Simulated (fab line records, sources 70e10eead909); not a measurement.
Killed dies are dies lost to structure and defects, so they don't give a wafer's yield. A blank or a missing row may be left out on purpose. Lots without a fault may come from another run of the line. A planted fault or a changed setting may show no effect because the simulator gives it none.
Which tool did it? | flow nand_harc | 11 lots, 33 wafers sampled, at 6 steps of a route of 1302

WHAT THE GAUGES READ, wafer by wafer
NHARC_A_BONDPAD_CD_MEAS_09: target cd 500 nm. Usual: cd_nm 500.5 nm, standard deviation 1.6.
lot  | measured     | on        | cd_nm (nm)        | flag
L681 | day 22 20:29 | cd_sem-01 | 500.4 498.2 499.8 |
L683 | day 24 16:22 | cd_sem-03 | 498.8 501.5 499.3 |
L684 | day 24 20:07 | cd_sem-01 | 500.3 501.3 502.0 |
L689 | day 26 06:10 | cd_sem-03 | 500.8 500.6 499.4 |
L688 | day 26 09:53 | cd_sem-01 | 501.8 501.6 501.8 |
L690 | day 27 01:55 | cd_sem-03 | 500.1 501.1 499.4 |
L692 | day 28 07:11 | cd_sem-02 | 489.9 490.6 489.7 | OFF
L697 | day 29 07:33 | cd_sem-03 | 498.4 502.9 501.9 |
L701 | day 31 16:35 | cd_sem-02 | 491.3 490.5 492.1 | OFF
L702 | day 31 17:48 | cd_sem-03 | 501.0 502.6 501.5 |
L703 | day 31 23:17 | cd_sem-01 | 501.4 501.4 499.0 |

NHARC_END_SORT_01. Usual: defect_limited_yield 91 %, standard deviation 3; killed_at_array 59, standard deviation 20; killed_at_other 0.8, standard deviation 1; killed_at_periphery 3.2, standard deviation 2.1; killed_dies 63, standard deviation 21; killed_open 3.0, standard deviation 1.9; killed_short 2.3, standard deviation 1.5.
lot  | measured     | on        | defect_limited_yield (%) | killed_at_array | killed_at_other | killed_at_periphery | killed_dies | killed_open | killed_short | flag
L692 | day 29 14:40 | prober-01 | 89 91                    | 73 51           | 0 2             | 4 7                 | 77 60       | 5 2         | 2 1          |

WHICH TOOL RAN EACH LOT (tool, then ch and the chambers of the sampled wafers, then the start)
lot  | NHARC_A_M1_ETCH_28                            | NHARC_A_M1_PRE_CLEAN_32         | NHARC_A_BONDPAD_EXPOSE_06         | NHARC_A_BONDPAD_ETCH_34
L681 | rie_diel-06 ch 0,3, day 22 18:47 or earlier   | pecvd-03 ch 0,1,2, day 22 18:47 | krf_scanner-01 ch 0, day 22 20:20 | rie_diel-11 ch 0,3, day 22 20:47
L683 | rie_diel-12 ch 0,2,3, day 24 14:39 or earlier | pecvd-03 ch 0,2, day 24 14:39   | krf_scanner-01 ch 0, day 24 16:13 | rie_diel-11 ch 1,3, day 24 16:40
L684 | rie_diel-12 ch 1,2, day 24 18:25 or earlier   | pecvd-01 ch 0,1,2, day 24 18:25 | krf_scanner-01 ch 0, day 24 19:58 | rie_diel-11 ch 2,3, day 24 20:24
L689 | rie_diel-12 ch 0,2,3, day 26 04:20 or earlier | pecvd-01 ch 0,2, day 26 04:20   | krf_scanner-03 ch 0, day 26 06:01 | rie_diel-11 ch 0,1,2, day 26 06:28
L688 | rie_diel-12 ch 1,3, day 26 08:02 or earlier   | pecvd-03 ch 0,1, day 26 08:02   | krf_scanner-01 ch 0, day 26 09:44 | rie_diel-03 ch 2,3, day 26 10:11
L690 | rie_diel-06 ch 0,2,3, day 27 00:03 or earlier | pecvd-01 ch 0,1,2, day 27 00:03 | krf_scanner-03 ch 0, day 27 01:46 | rie_diel-05 ch 0,2, day 27 02:13
L692 | rie_diel-01 ch 1,3, day 28 05:27 or earlier   | pecvd-01 ch 0,1,2, day 28 05:27 | krf_scanner-03 ch 0, day 28 07:02 | rie_diel-03 ch 0,1,3, day 28 07:29
L697 | rie_diel-06 ch 0,1, day 29 05:49 or earlier   | pecvd-03 ch 1,2, day 29 05:49   | krf_scanner-01 ch 0, day 29 07:24 | rie_diel-05 ch 2,3, day 29 07:50
L701 | rie_diel-01 ch 0,2,3, day 31 14:45 or earlier | pecvd-02 ch 0,1,2, day 31 14:45 | krf_scanner-03 ch 0, day 31 16:27 | rie_diel-11 ch 1,3, day 31 16:55
L702 | rie_diel-01 ch 0,2, day 31 15:56 or earlier   | pecvd-01 ch 0,1, day 31 15:56   | krf_scanner-01 ch 0, day 31 17:40 | rie_diel-05 ch 1,3, day 31 18:06
L703 | rie_diel-12 ch 1,2, day 31 21:26 or earlier   | pecvd-02 ch 0,2, day 31 21:26   | krf_scanner-02 ch 0, day 31 23:08 | rie_diel-11 ch 1,2, day 31 23:36
- NHARC_A_M1_ETCH_28: etches the open film in CF4/N2, target depth 30 nm, time 72.99 s.
- NHARC_A_M1_PRE_CLEAN_32: time 12 s.
- NHARC_A_BONDPAD_EXPOSE_06: exposes mask A BPAD.
- NHARC_A_BONDPAD_ETCH_34: etches the open film in N2/H2, target depth 60 nm, overetch 18 nm, time 65.91 s.

WHAT THE TOOLS THEMSELVES READ (means of the sampled wafers that have a number; where no wafer has one, the mark that the record gives instead)
NHARC_A_M1_ETCH_28. Usual: drypump_motor_current_A 5.8 A, standard deviation 0.47; oes_product_au 0.999 a.u., standard deviation 0.0092; rf_vpp_V 313.0 V, standard deviation 1.9; showerhead_plenum_p_Torr 2.56 Torr, standard deviation 0.094; throttle_valve_pct 19.792 %, standard deviation 0.0099.
lot  | tool        | drypump_motor_current_A (A) | oes_product_au (a.u.) | rf_vpp_V (V) | showerhead_plenum_p_Torr (Torr) | throttle_valve_pct (%) | flag
L681 | rie_diel-06 | 5.8                         | 1.007                 | 313.9        | 2.61                            | 19.790                 |
L683 | rie_diel-12 | 5.7                         | 0.998                 | 312.5        | 2.53                            | 19.799                 |
L684 | rie_diel-12 | 5.2                         | 1.002                 | 310.9        | 2.46                            | 19.780                 |
L689 | rie_diel-12 | 5.7                         | 0.998                 | 313.0        | 2.53                            | 19.787                 |
L688 | rie_diel-12 | 5.6                         | 1.011                 | 312.1        | 2.47                            | 19.793                 |
L690 | rie_diel-06 | 6.0                         | 0.990                 | 313.2        | 2.58                            | 19.783                 |
L692 | rie_diel-01 | 5.8                         | 0.995                 | 312.5        | 2.54                            | 19.793                 |
L697 | rie_diel-06 | 6.1                         | 1.006                 | 311.8        | 2.48                            | 19.799                 |
L701 | rie_diel-01 | 6.1                         | 1.003                 | 314.8        | 2.65                            | 19.800                 |
L702 | rie_diel-01 | 6.1                         | 1.012                 | 316.7        | 2.73                            | 19.791                 |
L703 | rie_diel-12 | 5.5                         | 0.995                 | 311.2        | 2.47                            | 19.791                 |

NHARC_A_M1_PRE_CLEAN_32. Usual: heater_power_w 647 W, standard deviation 77; susceptor_temp_C 370.00 C, standard deviation 0.2.
lot  | tool     | heater_power_w (W) | susceptor_temp_C (C) | flag
L681 | pecvd-03 | 637                | 370.00               |
L683 | pecvd-03 | 650                | 369.94               |
L684 | pecvd-01 | 613                | 369.95               |
L689 | pecvd-01 | 589                | 369.97               |
L688 | pecvd-03 | 610                | 370.12               |
L690 | pecvd-01 | 577                | 369.82               |
L692 | pecvd-01 | 612                | 369.84               |
L697 | pecvd-03 | 692                | 369.99               |
L701 | pecvd-02 | 716                | 370.13               |
L702 | pecvd-01 | 562                | 369.95               |
L703 | pecvd-02 | 653                | 370.19               |

NHARC_A_BONDPAD_EXPOSE_06. Usual: exposure_dose_mJ_cm2 36.95, standard deviation 0.037.
lot  | tool           | exposure_dose_mJ_cm2 | flag
L681 | krf_scanner-01 | 36.98                |
L683 | krf_scanner-01 | 36.96                |
L684 | krf_scanner-01 | 36.97                |
L689 | krf_scanner-03 | 36.87                |
L688 | krf_scanner-01 | 36.99                |
L690 | krf_scanner-03 | 36.91                |
L692 | krf_scanner-03 | 25.81                | OFF
L697 | krf_scanner-01 | 36.97                |
L701 | krf_scanner-03 | 28.10                | OFF
L702 | krf_scanner-01 | 36.99                |
L703 | krf_scanner-02 | 36.92                |

NHARC_A_BONDPAD_ETCH_34. Usual: drypump_motor_current_A 5.8 A, standard deviation 0.42; oes_product_au 1.000 a.u., standard deviation 0.0079; rf_vpp_V 429.8 V, standard deviation 1.9; showerhead_plenum_p_Torr 2.01 Torr, standard deviation 0.065; throttle_valve_pct 14.172 %, standard deviation 0.009.
lot  | tool        | drypump_motor_current_A (A) | oes_product_au (a.u.) | rf_vpp_V (V) | showerhead_plenum_p_Torr (Torr) | throttle_valve_pct (%) | flag
L681 | rie_diel-11 | 6.3                         | 0.997                 | 430.3        | 2.00                            | 14.179                 |
L683 | rie_diel-11 | 6.1                         | 1.001                 | 429.2        | 2.01                            | 14.168                 |
L684 | rie_diel-11 | 6.2                         | 1.000                 | 429.8        | 2.01                            | 14.174                 |
L689 | rie_diel-11 | 6.1                         | 1.003                 | 428.9        | 1.98                            | 14.171                 |
L688 | rie_diel-03 | 5.3                         | 1.008                 | 428.7        | 1.98                            | 14.169                 |
L690 | rie_diel-05 | 5.6                         | 1.000                 | 429.9        | 2.00                            | 14.168                 |
L692 | rie_diel-03 | 6.0                         | 1.001                 | 429.6        | 2.02                            | 14.169                 |
L697 | rie_diel-05 | 5.5                         | 0.993                 | 429.7        | 2.00                            | 14.178                 |
L701 | rie_diel-11 | 6.0                         | 0.993                 | 429.8        | 2.00                            | 14.166                 |
L702 | rie_diel-05 | 5.1                         | 0.999                 | 430.3        | 2.01                            | 14.169                 |
L703 | rie_diel-11 | 5.9                         | 0.997                 | 429.6        | 1.99                            | 14.170                 |

THE ANSWER, worked out from the rows above alone
Rule: a lot is off if the mean of its wafers that have a number lies more than 3 standard deviations from the usual mean. A lot without any number at a reading at which 4 lots or more have one is off too. The other lots that the step has rows for count as sound. The gauges are gone through in route order, then the tools' own readings, and for those a lot's mean is taken as printed above. The first step at which some lot is off is used, and at that step the reading that is off furthest; a lot without a number counts as furthest.
Off: L692, L701, at NHARC_A_BONDPAD_CD_MEAS_09 (cd_nm).
A tool fits if, at a process step before that reading, it ran every lot that is off, and no sound lot after the first of them. The gauges at NHARC_A_BONDPAD_CD_MEAS_09 aren't tried: what is off there is off at NHARC_A_BONDPAD_EXPOSE_06 too, on other tools, and a gauge's error can't cause that. NHARC_A_M1_ETCH_28 gives no start for some lots, so the hours and the order of its lots are those of NHARC_A_M1_PRE_CLEAN_32. One fits: krf_scanner-03 at NHARC_A_BONDPAD_EXPOSE_06. Its last sound lot is L690 (day 27 01:46), its first lot that is off L692 (day 28 07:02): a fault that began between those two fits.
The tool's own readings at NHARC_A_BONDPAD_EXPOSE_06 bear it out: on the lots that are off they differ by more than 5 times the standard deviation of the sound lots' means. exposure_dose_mJ_cm2 reads 26.95 there against 36.95 on the sound lots.

WHAT THE SIMULATOR HAD PUT IN
Process parameter drift: krf_scanner-03, from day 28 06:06 on, at NHARC_A_BONDPAD_EXPOSE_06. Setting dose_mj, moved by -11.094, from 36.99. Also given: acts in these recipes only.
Lots struck among those shown: L692, L701. The rule above found the same.
